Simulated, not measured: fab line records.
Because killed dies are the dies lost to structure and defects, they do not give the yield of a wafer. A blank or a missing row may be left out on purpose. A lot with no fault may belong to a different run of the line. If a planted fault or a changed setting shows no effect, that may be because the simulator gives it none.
Chamber matching :: flow nand harc :: pecvd-04 running NHARC_A_CONTACT_DEP_29: 3 sister chambers
The step deposits SiON, target thk 100 nm. 6 wafers are shown with their chamber, then 10 later ones without.

EACH WAFER AND ITS CHAMBER
wafer: L080.4
chamber: 2
heater power outer w (W): 404
heater power w (W): 676

wafer: L081.1
chamber: 0
heater power outer w (W): 545
heater power w (W): 867

wafer: L082.2
chamber: 2
heater power outer w (W): 344
heater power w (W): 588

wafer: L082.4
chamber: 1
heater power outer w (W): 413
heater power w (W): 727

wafer: L090.1
chamber: 1
heater power outer w (W): 421
heater power w (W): 709

wafer: L090.3
chamber: 0
heater power outer w (W): 457
heater power w (W): 748

WAFERS WITHOUT THEIR CHAMBER
wafer: L090.5
heater power outer w (W): 451
heater power w (W): 761

wafer: L095.1
heater power outer w (W): 384
heater power w (W): 648

wafer: L095.2
heater power outer w (W): 521
heater power w (W): 829

wafer: L095.5
heater power outer w (W): 528
heater power w (W): 839

wafer: L093.1
heater power outer w (W): 446
heater power w (W): 723

wafer: L093.5
heater power outer w (W): 437
heater power w (W): 731

wafer: L093.6
heater power outer w (W): 528
heater power w (W): 832

wafer: L097.1
heater power outer w (W): 468
heater power w (W): 774

wafer: L097.2
heater power outer w (W): 424
heater power w (W): 726

wafer: L097.4
heater power outer w (W): 389
heater power w (W): 641

THE CHAMBER EACH PASSED THROUGH
wafer: L090.5
from the rows above: can't be placed: 1 or 0 or 2
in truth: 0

wafer: L095.1
from the rows above: can't be placed: 2 or 1
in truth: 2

wafer: L095.2
from the rows above: 0
in truth: 0

wafer: L095.5
from the rows above: 0
in truth: 0

wafer: L093.1
from the rows above: can't be placed: 1 or 0 or 2
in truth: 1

wafer: L093.5
from the rows above: can't be placed: 1 or 0 or 2
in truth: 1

wafer: L093.6
from the rows above: 0
in truth: 0

wafer: L097.1
from the rows above: can't be placed: 0 or 1
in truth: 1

wafer: L097.2
from the rows above: can't be placed: 1 or 2
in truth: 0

wafer: L097.4
from the rows above: can't be placed: 2 or 1
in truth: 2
3 of 10 placed correctly. Cannot be placed on the basis of these rows: 7; the candidates contain the true chamber in 6. Wrongly placed: 0.
How it was worked out, from the rows above alone: a wafer's distance from a chamber is the root of the sum, over the readings, of the square of ((its reading less the chamber's mean) divided by the reading's scatter). If the next closest chamber is less than 2 further off than the closest, the wafer can't be placed; otherwise it belongs to the closest. A chamber's mean is the mean of its shown wafers. The scatter: take each reading less its chamber's mean, square it, sum over the shown wafers, divide by the number of wafers less the number of chambers, and take the root.
